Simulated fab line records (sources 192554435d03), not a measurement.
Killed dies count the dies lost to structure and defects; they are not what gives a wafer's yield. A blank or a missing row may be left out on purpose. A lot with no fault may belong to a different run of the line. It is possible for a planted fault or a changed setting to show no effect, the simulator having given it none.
The tool behind it: which one?	flow n5Finfet	Sampling: 12 lots, 36 wafers, 4 of 1938 route steps

## WHAT THE GAUGES SHOWED, per wafer
N5_BEOL_M13_INSPECT_30: inspects for defects (macro).
lot	measured	on	rawDefectCount
L304	day 11 07:40	defectInspect-01	6 3 6
L305	day 11 09:23	defectInspect-02	1 1 4
L307	day 12 00:08	defectInspect-02	3 1 5
L308	day 12 06:17	defectInspect-01	0 1 3
L311	day 12 07:11	defectInspect-01	0 2 0
L310	day 12 07:32	defectInspect-02	4 2 2
L316	day 14 00:52	defectInspect-02	3 2 1
L319	day 14 20:16	defectInspect-01	1 2 2
L320	day 15 03:30	defectInspect-01	4 2 3
L321	day 15 19:29	defectInspect-02	2 5 1
L324	day 16 10:35	defectInspect-01	3 2 0
L325	day 16 13:35	defectInspect-01	3 1 3

N5_BEOL_M14_THK_MEAS_01.
lot	measured	on	M14_ILD_THK (nm)
L304	day 11 10:44	filmMetro-02	1090 1125 1138
L305	day 11 13:45	filmMetro-01	1111 1099 1125
L307	day 12 04:45	filmMetro-01	1087 1114 1129
L308	day 12 15:54	filmMetro-01	1119 1129 1134
L311	day 12 16:33	filmMetro-02	1108 1109 1115
L310	day 12 17:10	filmMetro-02	1108 1121 1125
L316	day 14 04:48	filmMetro-02	1092 1126 1130
L319	day 15 01:49	filmMetro-02	1109 1100 1106
L320	day 15 12:50	filmMetro-02	1086 1115 1134
L321	day 16 04:59	filmMetro-02	1123 1127 1122
L324	day 16 15:52	filmMetro-02	1113 1121 1128
L325	day 16 16:05	filmMetro-02	1127 1110 1117

N5_BEOL_M14_OVL_MEAS_11.
lot	measured	on	V13_OVL (nm)
L304	day 11 11:04	overlay-02	1 4 -4
L305	day 11 14:05	overlay-02	-8 1 0
L307	day 12 05:13	overlay-02	-2 2 -5
L308	day 12 16:14	overlay-01	-8 -1 -6
L311	day 12 17:01	overlay-02	3 -1 3
L310	day 12 17:29	overlay-01	-8 2 -11
L316	day 14 05:16	overlay-01	-4 0 -6
L319	day 15 02:17	overlay-01	-3 1 -1
L320	day 15 13:11	overlay-02	7 8 6
L321	day 16 05:19	overlay-01	3 5 1
L324	day 16 16:12	overlay-01	-1 -9 -4
L325	day 16 16:32	overlay-01	1 2 2

## WHICH TOOL RAN EACH LOT (tool, then ch and the chambers of the sampled wafers, then the start)
lot	N5_BEOL_M14_ILD_DEP_00
L304	pecvd-03 ch 1,2, day 11 10:33
L305	pecvd-01 ch 0,1,2, day 11 13:34
L307	pecvd-01 ch 0,2, day 12 04:34
L308	pecvd-02 ch 1,2, day 12 15:43
L311	pecvd-01 ch 1,2, day 12 16:17
L310	pecvd-02 ch 0,1,2, day 12 16:58
L316	pecvd-02 ch 0,1,2, day 14 04:37
L319	pecvd-01 ch 1,2, day 15 01:38
L320	pecvd-01 ch 0,1, day 15 12:40
L321	pecvd-03 ch 1,2, day 16 04:47
L324	pecvd-02 ch 1,2, day 16 15:40
L325	pecvd-03 ch 0,1, day 16 15:53
- N5_BEOL_M14_ILD_DEP_00: deposits SiO2 from TEOS/O2, target thk 1119.3 nm, time 237.4 s.

## AS READ BY THE TOOLS THEMSELVES (means over the sampled wafers that have a number; for cases with no such wafer, the mark the record gives instead)
N5_BEOL_M14_ILD_DEP_00.
lot	tool	heaterPowerOuterW (W)	heaterPowerW (W)	showerheadPlenumPTorr (Torr)	susceptorTempC (C)	throttleValvePct (%)
L304	pecvd-03	328	564	8.324	399.87	18.3
L305	pecvd-01	319	556	8.334	400.10	18.7
L307	pecvd-01	285	498	8.346	400.01	18.2
L308	pecvd-02	311	523	8.342	400.02	18.7
L311	pecvd-01	332	587	8.324	400.11	19.2
L310	pecvd-02	321	572	8.352	400.14	18.2
L316	pecvd-02	358	609	8.342	399.92	18.4
L319	pecvd-01	331	585	8.315	401.57	19.1
L320	pecvd-01	255	489	8.320	400.77	18.8
L321	pecvd-03	354	606	8.339	400.06	18.4
L324	pecvd-02	298	545	8.322	400.17	18.3
L325	pecvd-03	329	567	8.335	400.03	18.7

## THE ANSWER, worked out from the rows above alone
Rule: the lots themselves supply what counts as usual. Put in order of their means at a reading, lots are off if they are a third of the lots or fewer, leave a main group of 4 or more, and stand apart from it by a gap of 3 or more times the standard deviation of the main group's means; of several such gaps the widest counts. Not used: any main group whose means are identical at the precision the tables above print for the reading. A lot without any number at a reading at which 4 lots or more have one is off too. Any other lot the step has rows for is counted as sound. Order of review: gauges by route order, followed by the tools' own readings, for which a lot's mean as printed above is used. At the first step where some lot is off, the reading lying furthest off is the one used; lots without a number count as furthest.
Off, at N5_BEOL_M14_ILD_DEP_00 on susceptorTempC: L319, L320. The main group: mean 400.04 C, standard deviation 0.09.
A tool fits if, at that step or a process step before it, it ran every lot that is off, and no sound lot after the first of them. One fits: N5_BEOL_M14_ILD_DEP_00 on pecvd-01. A fault onset in the window from L311 (day 12 16:17, its last sound lot) to L319 (day 15 01:38, its first lot off) fits.
On the lots that are off, the tool's own readings at N5_BEOL_M14_ILD_DEP_00 differ by more than 5 times the standard deviation of the sound lots' means, which bears it out; susceptorTempC reads 401.17 C there versus 400.04 C on the sound lots.

## WHAT THE SIMULATOR HAD PUT IN
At N5_BEOL_M14_ILD_DEP_00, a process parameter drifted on pecvd-01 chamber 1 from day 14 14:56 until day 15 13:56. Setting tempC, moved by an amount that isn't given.
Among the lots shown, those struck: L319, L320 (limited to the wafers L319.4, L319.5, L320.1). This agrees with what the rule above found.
